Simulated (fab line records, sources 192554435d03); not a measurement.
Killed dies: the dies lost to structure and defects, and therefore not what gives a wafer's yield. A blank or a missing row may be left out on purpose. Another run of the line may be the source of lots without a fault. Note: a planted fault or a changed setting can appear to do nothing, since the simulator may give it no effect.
fab line records ; flow n5Finfet
[record] lots = 4; wafers = 12; lastDay = 17
route steps=1938 shown SD_EPI_N@269 SD_EPI_P@295 BEOL_M4@1111 PASSIVATION@1936
lots with no fault: from the same line, run without faults
startH: hours from the record's first day to the start of the lot's first wafer shown ; waitH: time in hours since the lot's previous step ; " as in the row above ; L1.1+2: one row covering several wafers at once ; - no value present, or no start provided ; * or withheld: withheld ; < > ~ a bound
route shown NAME@n: names a module that has steps shown in the file, with the first one's number in the route ; usual: the fault-free wafers' mean and standard deviation ; same: alike in all rows ; chamber/n: place in a boat ; sites: per-site readings ; _std_site: the standard deviation of these ; _edge_site: inner sites' mean taken away from outer sites' mean ; radiusMm: for every site, how far away it sits from the centre of the wafer ; mask NAME#n: copy n ; behind: tool/chamber where the wafer was last shaped ; hold: reason for holding the lot/hours on hold/outcome of the hold ; device: the transistor (n, p or np) that didn't switch ; end of line: the route-end tests of the same wafers ; step lacking rows: just its recipe ; killed: the dies lost at the first sort to structure and to defects; this is not the yield of the wafer ; map: shows each die of a wafer: x if killed, . if not, _ if none is there
set.NAME: the run value of the setting; set.NAME@STEP: its run value at that earlier step ; model.NAME: the simulator's own value behind a step, which no gauge read
lots seen at some steps along the route; tables by step, rows by wafer
services: a tool's chamber out of use, with start hour (startH, from the record's first day; less than 0 if before it), hours out, and reason
[[steps]]
[step N5_SD_EPI_N_DEVELOP_08]
[recipe] developTimeS = 30; developer = TMAH; resist = CAR-ArF-block; devTempC = 23; rinseLiquid = diw; dry = airSpin
[step N5_SD_EPI_N_DESCUM_14]
[recipe] chemistry = O2; timeS = 7.9; sourcePowerW = 50; biasPowerW = 20; pressureMtorr = 20; rfFrequencyHz = 2.712e+07; tempC = 40; resist = CAR-ArF-block; o2FlowSccm = 225
[step N5_SD_EPI_N_ETCH_34]
[recipe] chemistry = CF4; target = SiARC; targetDepthA = 455; maskMaterial = CAR-ArF-block; timeS = 75.8; ionEnergyEv = 80; pressureMtorr = 40; sourceW = 545; biasW = 36; Ar_flow_sccm = 100; cf4FlowSccm = 100; ends = cleared
[step N5_SD_EPI_N_ETCH_35]
[recipe] chemistry = N2/H2; target = SOC; overetchA = 1080; maskMaterial = SiARC; tempC = 40; ionEnergyEv = 100; sourceW = 3000; biasW = 133; pressureMtorr = 20; timeS = 486; n2FlowSccm = 200; h2FlowSccm = 200
[step N5_SD_EPI_N_STRIP_36]
[recipe] chemistry = N2/H2; tempC = 40; n2FlowSccm = 200; h2FlowSccm = 200; rfFrequencyHz = 6e+07
[step N5_SD_EPI_N_ETCHBACK_44]
[recipe] chemistry = CH3F/O2; mode = anisotropicEtchback; target = SiNx; targetDepthA = 145; stopOn = SiO2; overEtchFrac = 0.3; ionEnergyEv = 120; pressureMtorr = 30; sourceW = 395; biasW = 73; Ar_flow_sccm = 150; CH3F_flow_sccm = 30; O2_flow_sccm = 20
[step N5_SD_EPI_N_ETCH_45]
[recipe] chemistry = CH3F/O2; target = SiOCN; targetDepthA = 60; maskMaterial = SOC; ionEnergyEv = 60; biasW = 29; pressureMtorr = 15; sourceW = 410; Ar_flow_sccm = 150; CH3F_flow_sccm = 30; O2_flow_sccm = 20
[step N5_SD_EPI_N_ETCH_16]
[recipe] chemistry = CHF3/O2; target = SiO2; targetDepthA = 50; maskMaterial = SOC; pressureMtorr = 30; sourceW = 650; biasW = 170; Ar_flow_sccm = 200; CHF3_flow_sccm = 50; O2_flow_sccm = 5; ionEnergyEv = 200
[step N5_SD_EPI_N_STRIP_47]
[recipe] chemistry = CHF3/O2; resist = SiARC; rfFrequencyHz = 6e+07
[step N5_SD_EPI_N_SD_RECESS_17]
[recipe] chemistry = HBr/Cl2/O2; targetDepthA = 410; maskMaterial = SOC; timeS = 23.7; btTimeS = 3; pressureMtorr = 10; icpW = 800; biasW = 112; HBr_flow_sccm = 150; Cl2_flow_sccm = 80; O2_flow_sccm = 12
[usual] drypumpMotorCurrentA = 6.0/0.39; mfcCl2Sccm = 79.99/0.22; oes_o_777_au = 0.991/0.015; oesProductAu = 0.992/0.013; throttleValvePct = 37.09/0.24
[same] btTimeS = 3
lot.wafer;tool;chamber;startH;waitH;drypumpMotorCurrentA;mfcCl2Sccm;oes_o_777_au;oesProductAu;rfHoursCounterH;throttleValvePct;model.etch.depthNm;model.SD_EPI_N.featureDepthNm;model.Si_of_WELL_APT_EPI_41.thkNm
L296.2;rieSi-01;3;75.03;0.0;6.7;80.14;0.972;0.979;6;36.76;41.05;41;8.8
L296.3;rieSi-01;1;75.03;0.0;6.0;79.60;0.991;1.009;7;37.29;41.61;41.6;8.4
L296.4;rieSi-01;0;75.03;0.0;6.0;79.69;1.004;1.017;24;37.29;41.02;41;8.8
L302.3;rieSi-01;1;107.58;0.0;6.0;79.92;0.997;0.999;7;37.29;41.4;41.4;8.4
L302.4;rieSi-01;0;107.58;0.0;6.0;80.16;1.016;1.013;25;37.29;48.41;48.4;4.2
L302.6;rieSi-01;3;107.58;0.0;6.7;80.07;0.980;0.989;-;36.75;41.03;41;8.6
L303.2;rieSi-01;2;113.31;0.0;5.9;80.27;1.001;0.998;162;36.83;41.23;41.2;8.4
L303.3;rieSi-01;3;113.31;0.0;6.7;80.03;0.984;0.984;7;36.73;40.67;40.6;9.4
L303.6;rieSi-01;0;113.31;0.0;6.1;80.29;1.007;1.007;-;37.29;48.24;48.2;4.4
L310.2;rieSi-02;3;154.08;0.0;5.8;80.07;0.983;0.990;31;37.22;40.5;40.6;9.2
L310.3;rieSi-02;1;154.08;0.0;6.4;79.59;1.001;0.997;60;37.12;40.97;41;8.2
L310.6;rieSi-02;2;154.08;0.0;5.7;80.25;0.976;0.984;-;37.32;40.95;41;9
[step N5_SD_EPI_N_STRIP_38]
[recipe] chemistry = N2/H2; powerW = 1000; tempC = 250; h2Frac = 0.65; overashFraction = 0.3; pressureMtorr = withheld; n2FlowSccm = 1750; h2FlowSccm = 3250
[step N5_SD_EPI_N_WET_ETCH_43]
[recipe] chemistry = dHF; dilution = withheld; timeS = 14; target = SiO2; targetDepthA = 15; tempC = 25
[step N5_SD_EPI_N_STRIP_18]
[recipe] chemistry = SPM; timeS = 750; tempC = 130; h2so4H2o2VolRatio = 4
lot.wafer;tool;chamber;startH;waitH;model.Si_of_WELL_APT_EPI_41.thkNm
L296.2+4;wetBench-06;1,2;75.22;0.0;8.4
L296.3;wetBench-06;3;75.22;0.0;8
L302.3;wetBench-06;7;107.77;0.0;8
L302.4;wetBench-06;3;107.77;0.0;3.8
L302.6;wetBench-06;0;107.77;0.0;8.2
L303.2;wetBench-03;6;113.50;0.0;8
L303.3;wetBench-03;1;113.50;0.0;9
L303.6;wetBench-03;0;113.50;0.0;4
L310.2;wetBench-03;2;154.27;0.0;9
L310.3;wetBench-03;3;154.27;0.0;7.8
L310.6;wetBench-03;7;154.27;0.0;8.8
[step N5_SD_EPI_N_SRD_20]
[recipe] dry = ipaMarangoni; doPpb = 5; timeS = 30; tempC = 23; rinseLiquid = diw
[step N5_SD_EPI_N_PRECLEAN_48]
[recipe] chemistry = NF3:NH3; afsCycles = 2; tempC = 30; timeS = 20; sublimationTempC = 180; sublimationTimeS = 60; pressureTorr = 3; rfPowerW = 30
[step N5_SD_EPI_N_VAPOR_ETCH_50]
[recipe] chemistry = HCl; target = Si; tempC = 775; timeS = 54; pressureTorr = 20; mode = isotropic
[step N5_SD_EPI_N_EPI_21]
[recipe] material = Si:P; dopant = P; tempC = 680; pressureTorr = 255; timeS = 690
[step N5_SD_EPI_N_PRECLEAN_24]
[recipe] chemistry = O3/DIW; timeS = 60; tempC = 22; o3Ppm = 10
[step N5_SD_EPI_N_SRD_25]
[recipe] timeS = 30; tempC = 23; rinseLiquid = diw; dry = ipaMarangoni
[step N5_SD_EPI_N_PRECLEAN_49]
[recipe] chemistry = NF3:NH3; afsCycles = 1; tempC = 30; timeS = 20; sublimationTempC = 180; sublimationTimeS = 60; pressureTorr = 3; rfPowerW = 30
[step N5_SD_EPI_N_LINER_46]
[recipe] material = SiNx; targetThkA = 30; tempC = 400; aldPrecursorFamily = SiH2I2; aldCoReactant = N2/H2-plasma; pressureTorr = 2
[step N5_SD_EPI_P_COAT_34]
[recipe] resist = SOC; tempC = 250; timeS = 60; spinRpm = 1500; resistThkNm = 350
[step N5_SD_EPI_P_COAT_35]
[recipe] resist = SiARC; tempC = 220; timeS = 60; spinRpm = 1500; resistThkNm = 35
[step N5_SD_EPI_P_COAT_03]
[recipe] resist = CAR-ArF-block; spinRpm = 1500; resistThkNm = 150
[step N5_SD_EPI_P_EBR_05]
[recipe] solvent = PGMEA; ebrWidthMm = 1.5
[step N5_SD_EPI_P_SOFTBAKE_04]
[recipe] tempC = 110; timeS = 60; resist = CAR-ArF-block
[step N5_SD_EPI_P_EXPOSE_06]
[recipe] maskId = SD_P_BLK; na = 1.35; sourceShape = conventional; sigmaOuter = 0.8; polarization = unpolarized; targetCdNm = 240; doseMj = 39.5
[step N5_SD_EPI_P_PEB_07]
[recipe] pebTempC = 110; pebTimeS = 60; resist = CAR-ArF-block
[step N5_SD_EPI_P_DEVELOP_08]
[recipe] developTimeS = 30; developer = TMAH; resist = CAR-ArF-block; devTempC = 23; rinseLiquid = diw; dry = airSpin
[step N5_SD_EPI_P_DESCUM_14]
[recipe] chemistry = O2; timeS = 7.9; sourcePowerW = 50; biasPowerW = 20; pressureMtorr = 20; rfFrequencyHz = 2.712e+07; tempC = 40; resist = CAR-ArF-block; o2FlowSccm = 225
[step N5_SD_EPI_P_ETCH_36]
[recipe] chemistry = CF4; target = SiARC; targetDepthA = 455; maskMaterial = CAR-ArF-block; timeS = 75.8; ionEnergyEv = 80; pressureMtorr = 40; sourceW = 545; biasW = 36; Ar_flow_sccm = 100; cf4FlowSccm = 100; ends = cleared
[step N5_SD_EPI_P_ETCH_37]
[recipe] chemistry = N2/H2; target = SOC; overetchA = 1080; maskMaterial = SiARC; tempC = 40; ionEnergyEv = 100; sourceW = 3000; biasW = 133; pressureMtorr = 20; timeS = 486; n2FlowSccm = 200; h2FlowSccm = 200; ends = endPoint
[step N5_SD_EPI_P_STRIP_38]
[recipe] chemistry = N2/H2; tempC = 40; n2FlowSccm = 200; h2FlowSccm = 200; rfFrequencyHz = 6e+07
[step N5_SD_EPI_P_ETCHBACK_46]
[recipe] chemistry = CH3F/O2; mode = anisotropicEtchback; target = SiNx; targetDepthA = 175; stopOn = SiO2; overEtchFrac = 0.3; ionEnergyEv = 120; pressureMtorr = 30; sourceW = 395; biasW = 73; Ar_flow_sccm = 150; CH3F_flow_sccm = 30; O2_flow_sccm = 20
[step N5_BEOL_M4_RC_MEAS_101]
[usual] CJ_N = 4.35/0.061; DIBL_N = 36.3/1.2; DIBL_P = 36.3/1.4; IOFF_N = 0.157/0.02; IOFF_N_85C = 3.1/0.33; IOFF_N_LIN = 0.073/0.0078; IOFF_P = 0.22/0.033; ION_N = 675/9.6; ION_P = 465/8.2; SS_N = 71.4/0.45; SS_P = 73.3/0.54; VT_N = 249.8/2.5; VT_P = -249/3.2
lot.wafer;tool;chamber;startH;waitH;CJ_N;DIBL_N[mV/V];DIBL_P[mV/V];IOFF_N[nA/um];IOFF_N_85C[nA/um];IOFF_N_LIN[nA/um];IOFF_P[nA/um];ION_N[uA/um];ION_P[uA/um];SS_N[mV/dec];SS_P[mV/dec];VT_N[mV];VT_P[mV]
L296.2;prober-01;0;215.79;0.2;4.31;37.1;35.8;0.157;3.1;0.073;0.22;678;467;72.0;73.1;252.2;-249
L296.3;prober-01;0;215.79;0.2;4.40;37.9;36.4;0.161;3.2;0.072;0.22;665;458;71.9;73.6;247.9;-249
L296.4;prober-01;0;215.79;0.2;4.30;36.8;35.4;0.151;3.0;0.069;0.20;668;456;71.0;72.8;250.5;-250
L302.3;prober-01;0;232.58;0.7;4.40;33.2;34.0;0.131;2.6;0.063;0.19;665;463;71.2;72.3;252.8;-248
L302.4;prober-01;0;232.58;0.7;4.89;49.7;34.4;2.011;25.9;0.109;0.19;673;457;98.5;72.2;244.7;-247
L302.6;prober-01;0;232.58;0.7;4.38;32.5;34.1;0.128;2.6;0.063;0.19;668;461;71.4;73.1;250.6;-247
L303.2;prober-02;0;251.37;0.2;4.30;38.1;36.5;0.183;3.5;0.083;0.24;686;469;71.5;73.5;248.7;-246
L303.3;prober-02;0;251.37;0.2;4.26;35.5;33.5;0.134;2.7;0.065;0.19;676;458;70.9;72.8;252.8;-252
L303.6;prober-02;0;251.37;0.2;4.81;43.4;33.1;0.631;9.9;0.088;0.19;693;465;82.0;72.4;245.5;-251
L310.2;prober-02;0;299.80;0.2;4.30;35.6;35.0;0.152;3.0;0.071;0.24;682;470;71.9;73.4;249.8;-247
L310.3;prober-02;0;299.80;0.2;4.36;35.3;34.9;0.155;3.1;0.073;0.23;689;475;71.9;73.4;249.4;-248
L310.6;prober-02;0;299.80;0.2;4.36;35.7;35.2;0.159;3.1;0.072;0.25;676;467;71.7;73.3;250.6;-246
[step N5_PASSIVATION_PROBE_49]
[usual] defectLimitedYield = 91.1/1.4; killed_at_M0_to_M3 = 33/10; killed_at_M4_up = 15/5.8; killedAtContacts = 13/5.9; killedAtFrontEnd = 39/11; killedAtOther = 4/3.6; killedDies = 105/16; killedOpen = 68/11; killedShort = 34/7.8; sort_bin_4_leakage = 0/0; sort_bin_5_function = 5.2/0.88; sort_bin_6_memory = 3.3/0.61; sortNPass = 1075/16; sortYieldPct = 91.1/1.4
[same] grossDies = 1180; killedAtBackSide = 0; sort_bin_8_speed[%] = 0
lot.wafer;tool;chamber;startH;waitH;defectLimitedYield[%];killed_at_M0_to_M3;killed_at_M4_up;killedAtContacts;killedAtFrontEnd;killedAtOther;killedDies;killedOpen;killedShort;sort_bin_4_leakage[%];sort_bin_5_function[%];sort_bin_6_memory[%];sortNPass;sortYieldPct[%]
L296.2;prober-01;-;311.13;0.1;90.3;50;12;10;41;1;114;76;34;0;5.1;4.0;1066;90.3
L296.3;prober-01;-;311.18;0.1;90.4;37;18;13;42;3;113;82;29;0;5.8;3.6;1067;90.4
L296.4;prober-01;-;311.23;0.2;89.2;41;15;15;50;6;127;80;45;0;6.8;3.6;1053;89.2
L302.3;prober-02;-;328.45;0.1;92.4;21;8;12;44;5;90;61;25;0;4.4;3.2;1090;92.4
L302.4;prober-02;-;328.50;0.2;90.1;32;13;23;46;3;117;71;42;90.08;5.4;4.3;0;0
L302.6;prober-02;-;328.60;0.3;92.1;22;20;25;22;4;93;63;25;0;4.4;3.3;1087;92.1
L303.2;prober-02;-;353.85;0.1;89.3;45;18;8;41;14;126;78;44;0;6.0;4.2;1054;89.3
L303.3;prober-02;-;353.90;0.1;91.5;30;19;11;38;2;100;70;27;0;4.7;3.3;1080;91.5
L303.6;prober-02;-;354.05;0.3;91.0;35;17;16;33;5;106;66;37;82.63;5.8;2.9;99;8.4
L310.2;prober-01;-;406.66;0.1;90.5;37;14;18;38;5;112;68;43;0;5.2;4.0;1068;90.5
L310.3;prober-01;-;406.71;0.1;91.1;35;15;21;32;2;105;66;36;0;4.7;3.8;1075;91.1
L310.6;prober-01;-;406.86;0.3;89.4;52;12;17;42;2;125;77;47;0;6.3;3.5;1055;89.4
// killed by level:class
L296.2 FIN_SAQP:geometricParticle:open=23 BEOL_M0_SAQP:geometricParticle:short=15 BEOL_M0_SAQP:geometricParticle:open=11 FIN_SAQP:geometricParticle:short=7 BEOL_M2:geometricParticle:open=7 MOL_CONTACT_COAG:geometricParticle:open=6 BEOL_M4:geometricParticle:open=6 BEOL_M1:geometricParticle:open=5
L296.3 FIN_SAQP:geometricParticle:open=14 STI_FIN_REVEAL:geometricParticle:open=11 BEOL_M0_SAQP:geometricParticle:open=10 MOL_CONTACT_COAG:geometricParticle:open=9 BEOL_M0_SAQP:geometricParticle:short=9 FIN_SAQP:geometricParticle:short=8 BEOL_M1:geometricParticle:open=5 DUMMY_GATE:geometricParticle:open=4
L296.4 STI_FIN_REVEAL:geometricParticle:open=20 MOL_CONTACT_COAG:geometricParticle:open=12 BEOL_M0_SAQP:geometricParticle:short=11 FIN_SAQP:geometricParticle:open=10 FIN_SAQP:geometricParticle:short=8 BEOL_M1:geometricParticle:open=8 BEOL_M0_SAQP:geometricParticle:open=5 BEOL_M2:geometricParticle:open=5
L302.3 FIN_SAQP:geometricParticle:open=13 FIN_SAQP:geometricParticle:short=11 MOL_CONTACT_COAG:geometricParticle:open=10 STI_FIN_REVEAL:geometricParticle:open=6 BEOL_M0_SAQP:geometricParticle:open=6 BEOL_M4:geometricParticle:open=6 BEOL_M3:geometricParticle:open=4 DUMMY_GATE:geometricParticle:open=3
L302.4 MOL_CONTACT_COAG:geometricParticle:open=20 STI_FIN_REVEAL:geometricParticle:open=11 FIN_SAQP:geometricParticle:short=9 DUMMY_GATE:geometricParticle:open=6 BEOL_M0_SAQP:geometricParticle:open=6 BEOL_M1:geometricParticle:open=5 BEOL_M0_SAQP:geometricParticle:short=4 DUMMY_GATE:geometricParticle:short=3
L302.6 MOL_CONTACT_COAG:geometricParticle:open=17 BEOL_M4:geometricParticle:open=10 BEOL_M0_SAQP:geometricParticle:open=8 MOL_CONTACT_COAG:geometricParticle:short=7 STI_FIN_REVEAL:geometricParticle:open=5 GATE_CUT:geometricParticle:short=3 BEOL_M0_SAQP:geometricParticle:short=3 BEOL_M3:geometricParticle:open=3
L303.2 BEOL_M2:geometricParticle:open=16 DUMMY_GATE:geometricParticle:open=8 BEOL_M4:geometricParticle:open=8 BEOL_M2:geometricParticle:short=7 FIN_SAQP:geometricParticle:open=6 FIN_SAQP:geometricParticle:short=6 MOL_CONTACT_COAG:geometricParticle:open=6 PASS1_DEP:geometricParticle:open=6
L303.3 BEOL_M4:geometricParticle:open=10 STI_FIN_REVEAL:geometricParticle:open=9 MOL_CONTACT_COAG:geometricParticle:open=9 BEOL_M2:geometricParticle:open=9 BEOL_M1:geometricParticle:open=7 FIN_SAQP:geometricParticle:short=5 DUMMY_GATE:geometricParticle:open=4 BEOL_M0_SAQP:geometricParticle:short=4
L303.6 MOL_CONTACT_COAG:geometricParticle:open=11 BEOL_M4:geometricParticle:open=10 FIN_SAQP:geometricParticle:short=8 GATE_CUT:geometricParticle:short=6 BEOL_M1:geometricParticle:open=6 BEOL_M2:geometricParticle:open=6 BEOL_M3:geometricParticle:open=5 DUMMY_GATE:geometricParticle:open=4
L310.2 MOL_CONTACT_COAG:geometricParticle:open=12 BEOL_M0_SAQP:geometricParticle:open=12 FIN_SAQP:geometricParticle:short=11 BEOL_M0_SAQP:geometricParticle:short=10 FIN_SAQP:geometricParticle:open=8 BEOL_M4:geometricParticle:open=8 BEOL_M3:geometricParticle:open=6 MOL_CONTACT_COAG:geometricParticle:short=6
L310.3 MOL_CONTACT_COAG:geometricParticle:open=17 BEOL_M0_SAQP:geometricParticle:open=12 BEOL_M0_SAQP:geometricParticle:short=11 BEOL_M4:geometricParticle:open=10 FIN_SAQP:geometricParticle:short=9 FIN_SAQP:geometricParticle:open=6 MOL_CONTACT_COAG:geometricParticle:short=4 BEOL_M2:geometricParticle:open=4
L310.6 MOL_CONTACT_COAG:geometricParticle:open=15 BEOL_M0_SAQP:geometricParticle:open=13 BEOL_M3:geometricParticle:open=12 BEOL_M0_SAQP:geometricParticle:short=11 FIN_SAQP:geometricParticle:short=9 DUMMY_GATE:geometricParticle:open=6 BEOL_M1:geometricParticle:open=6 BEOL_M4:geometricParticle:open=6
// map L302.4 (x killed, . not)
_________________x.........x.________________
______________.................._____________
___________.......x................__________
__________..........x........x....x._________
________..............x.x............._______
_______................................______
______...........................x......_____
_____...x....xx..x...x....x..............____
____..x.......x..x..x........x...........x___
___..................................xx..x.__
___..x..x........x.........................__
__..........................x..........x.x.._
__................x.xx.x...x..x............._
_..............xx..x.......x....x.........xx.
_......x.....................x....x..........
_..............xx.....................x......
_........x.....x..........x...x.......x......
_x.....x.........x..............x............
_...........x..x.................x..x..x.....
_x.....x......x...x.....................x....
_....x.x............x.....x..............x.x.
__...............x........................xx_
__..x.......x...x......x....x.........x....._
___...x....xx........................xx....__
___....x.....................x........x....__
____.........x..........x.................___
_____x...x.............x...............x.____
______....x..x..................x......._____
_______......x....x.....x..............______
________...........x..............x..._______
__________............xx.........x.._________
___________......x......x.........x__________
______________...x..........xx.._____________
_________________x....x...x..________________
// map L303.2 (x killed, . not)
_________________......x.....________________
______________x.......x........._____________
___________......xx...x............__________
__________........x.x......x........_________
________x............................._______
_______..........x.....xx..x...........______
______x..............x...x......x.x....._____
_____.x..x....x.x....x.x.............x.x.____
____...x..x..............x...........x....___
___....x..........x........................__
___.x.....xxx....................x.....x..x__
__...x.x........x...x......................._
__............................x..x.........._
_....x...x.....x.x...x..x.......x...........x
_..................x.x.....................x.
_........x..................x........x.x.....
_................x...........................
_.x......................................x...
_............x...x..............x..x.........
_...xx..................x..........x.........
_.......x......x.......x....x..............x.
__....x.....x..............................._
__.x.......x.........x.x...x.x......x......._
___..........xx........x.........x.......x.__
___......x..xx.x.....x.....................__
____..x............x.x.....x...x..........___
_____x...............xx...........x..x...____
______..x..x.......x...x................_____
_______.......x.............x..........______
________.....x.....x.x.....x..x......._______
__________.x.x...................x.._________
___________...x...x............x.x.__________
______________x..........x......_____________
_________________............________________
[[services]]
tool;chamber;startH;hours;kind
wetBench-06;-;52.93;2.4;repair
rieSi-01;1;62.65;3.2;repair
rieSi-02;2;134.57;9.6;repair
[[key]]
[firstSign] step = N5_BEOL_M4_RC_MEAS_101; reading = IOFF_N; direction = up; sigmas = 59; usual = 0.157; struck = 1.321
[effect] step = N5_BEOL_M4_RC_MEAS_101; reading = IOFF_N_85C; direction = up; sigmas = 45; usual = 3.1; struck = 17.9
[effect] step = N5_BEOL_M4_RC_MEAS_101; reading = SS_N; direction = up; sigmas = 42; usual = 71.4; struck = 90.3
[effect] step = N5_BEOL_M4_RC_MEAS_101; reading = DIBL_N; direction = up; sigmas = 8.8; usual = 36.3; struck = 46.6
[effect] step = N5_BEOL_M4_RC_MEAS_101; reading = CJ_N; direction = up; sigmas = 8.2; usual = 4.35; struck = 4.85
[effect] step = N5_BEOL_M4_RC_MEAS_101; reading = IOFF_N_LIN; direction = up; sigmas = 3.3; usual = 0.073; struck = 0.099
[effect] step = N5_PASSIVATION_PROBE_49; reading = sort_bin_4_leakage; direction = up; sigmas = 99+; usual = 0; struck = 86.36
[modelEffect] step = N5_SD_EPI_N_SD_RECESS_17; value = etch.depthNm; without = 40.88; struck = 48.32
[modelEffect] step = N5_SD_EPI_N_STRIP_18; value = Si_of_WELL_APT_EPI_41.thkNm; without = 8.4; struck = 3.9
metAt N5_SD_EPI_N_SD_RECESS_17
struckWafers L302.4,L303.6
onsetBetween 75.03 107.58
[fault] kind = processParameterDrift; tool = rieSi-01; chamber = 0; onsetH = 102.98; steps = N5_SD_EPI_N_SD_RECESS_17; channel = timeS; offset = *; shape = step; endH = 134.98; actsIn = *; stated = *
